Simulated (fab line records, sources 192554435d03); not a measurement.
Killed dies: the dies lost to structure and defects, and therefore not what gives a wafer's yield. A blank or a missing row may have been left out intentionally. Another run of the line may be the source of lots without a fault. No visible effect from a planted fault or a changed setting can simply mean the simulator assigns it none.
Chamber matching	flow n5 finfet	N5_BEOL_M6_STRIP_19 on rie diel-02: 4 sister chambers
The step strips in O2. 4 wafers are shown with their chamber, then 11 later ones without.

== WAFERS PAIRED WITH THEIR CHAMBERS ==
wafer	chamber	showerhead plenum p Torr (Torr)
L088.5	1	2.23
L095.5	3	2.11
L095.6	2	2.18
L094.3	0	1.98

== WAFERS WITHOUT THEIR CHAMBER ==
wafer	showerhead plenum p Torr (Torr)
L094.4	2.11
L094.5	1.98
L092.2	2.18
L092.4	2.22
L092.6	2.11
L086.3	2.18
L086.4	2.11
L086.5	1.98
L097.1	1.98
L097.3	2.11
L097.6	2.22

== CHAMBER TAKEN BY EACH ==
wafer	from the rows above	in truth
L094.4	3	3
L094.5	0	0
L092.2	2	2
L092.4	1	1
L092.6	3	3
L086.3	2	2
L086.4	3	3
L086.5	0	0
L097.1	0	0
L097.3	3	3
L097.6	1	1
Correct placement for 11 of the 11. From these rows, 0 cannot be placed. Placed wrongly: 0.
How it was worked out, from the rows above alone: a wafer's distance from a chamber is the root of the sum, over the readings, of the square of ((its reading less the chamber's mean) divided by the reading's scatter). The wafer belongs to the nearest chamber; if the next one is less than 2 further off, it can't be placed. For every chamber, the mean is computed from those of its wafers that are shown. The scatter: root of mean squared gap, hidden wafer to nearest shown wafer, with one shown wafer a chamber.
